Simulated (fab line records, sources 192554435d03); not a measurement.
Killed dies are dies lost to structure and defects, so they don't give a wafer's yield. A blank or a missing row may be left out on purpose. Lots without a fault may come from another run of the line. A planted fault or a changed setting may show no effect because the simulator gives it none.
Split-lot experiment | flow n5_finfet | 7 lots, 21 wafers read, on a route of 1938 steps

THE SPLIT
At N5_BEOL_M3_DESCUM_33 (chemistry O2, time 7 s), the setting time_s was moved away from the recipe's 7 s on 7 of the 21 wafers read, by -11.2% to +17.1%. The other wafers ran this setting at the recipe's value.

The reading is taken at the split's own step.

THE READING
CAR-EUV_of_BEOL_M3_COAT_22.thk_nm (the simulator's own value, which no gauge read), in nm, at N5_BEOL_M3_DESCUM_33 (chemistry O2, time 7 s). The file gives no usual value for it. The 14 wafers here that ran the recipe average 26.1 nm, standard deviation 0.099 nm.

wafer  | tool, chamber at the split | time_s as run, s | against the recipe | CAR-EUV_of_BEOL_M3_COAT_22.thk_nm, nm | against lot-mates on the recipe
L075.3 | rie_diel-05, 2,3,1         | 8.2              | +17.1%             | 25.4                                  | no lot-mate on the recipe
L075.4 | rie_diel-05, 2,3,1         | 8.2              | +17.1%             | 25.4                                  | no lot-mate on the recipe
L075.5 | rie_diel-05, 2,3,1         | 8.2              | +17.1%             | 25.4                                  | no lot-mate on the recipe
L076.2 | rie_diel-05, 3,2,3         | 7                | recipe             | 26.2                                  | -
L076.3 | rie_diel-05, 3,2,3         | 7                | recipe             | 26.2                                  | -
L076.6 | rie_diel-05, 3,2,3         | 7                | recipe             | 26.2                                  | -
L085.2 | rie_diel-03, 1             | 6.602            | -5.7%              | 26.2                                  | +0.2
L085.3 | rie_diel-03, 0,2           | 7                | recipe             | 26                                    | -
L085.5 | rie_diel-03, 0,2           | 7                | recipe             | 26                                    | -
L086.3 | rie_diel-05, 2,0           | 7                | recipe             | 26                                    | -
L086.4 | rie_diel-05, 2,0           | 7                | recipe             | 26                                    | -
L086.6 | rie_diel-05, 1             | 7                | recipe             | 26.2                                  | -
L087.1 | rie_diel-05, 1,2,0         | 7                | recipe             | 26                                    | -
L087.2 | rie_diel-05, 1,2,0         | 7                | recipe             | 26                                    | -
L087.4 | rie_diel-05, 1,2,0         | 7                | recipe             | 26                                    | -
L090.2 | rie_diel-05, 1,0           | 7                | recipe             | 26.2                                  | -
L090.4 | rie_diel-05, 1,0           | 7                | recipe             | 26.2                                  | -
L090.5 | rie_diel-05, 2             | 8.189            | +17.0%             | 25.4                                  | -0.8
L096.1 | rie_diel-05, 3,1           | 6.217            | -11.2%             | 26.4                                  | +0.4
L096.2 | rie_diel-05, 3,1           | 6.217            | -11.2%             | 26.4                                  | +0.4
L096.3 | rie_diel-05, 2             | 7                | recipe             | 26                                    | -
Where a row lists several chambers, the file gives one row for several wafers and doesn't say which wafer went through which chamber.

THE FIT
A straight line over all 21 wafers: CAR-EUV_of_BEOL_M3_COAT_22.thk_nm changes by -0.0369 nm for each +1% of time_s; r = -0.96; the points scatter about the line by 0.093 nm.
The same after taking each lot's own level away (the mean of its wafers on the recipe; 18 wafers): -0.0417 nm for each +1%; r = -0.98; scatter 0.051 nm.
On that fit, the largest move of time_s shifts the reading by 0.72 nm.
The lots' own levels span 26.00 to 26.20 nm, that is 2.0 times the standard deviation above.
So the lot-to-lot level changes the slope: the two fits differ.
Check: with one of the wafers moved furthest among these (+17.0%) left out of the fit, the line predicts -0.607 nm for it against its lot-mates. It came out at -0.8 nm against them.

OTHER SPLITS ON THESE WAFERS
These wafers also went through other splits before the reading. Each is held against what the fit with the lots' levels taken away leaves over:
other split on the same wafers   | wafers away from the commonest value | r with CAR-EUV_of_BEOL_M3_COAT_22.thk_nm (lot level and that fit taken away)
N5_BEOL_M1_DESCUM_33 time_s      | 5                                    | +0.09
N5_BEOL_M1_TRENCH_ETCH_37 time_s | 7                                    | +0.55
N5_BEOL_M2_ETCH_70 bias_w        | 5                                    | +0.14

THE FILE'S OWN FIT
CAR-EUV_of_BEOL_M3_COAT_22.thk_nm changes by -0.0431 nm for each +1% of time_s, r = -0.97.
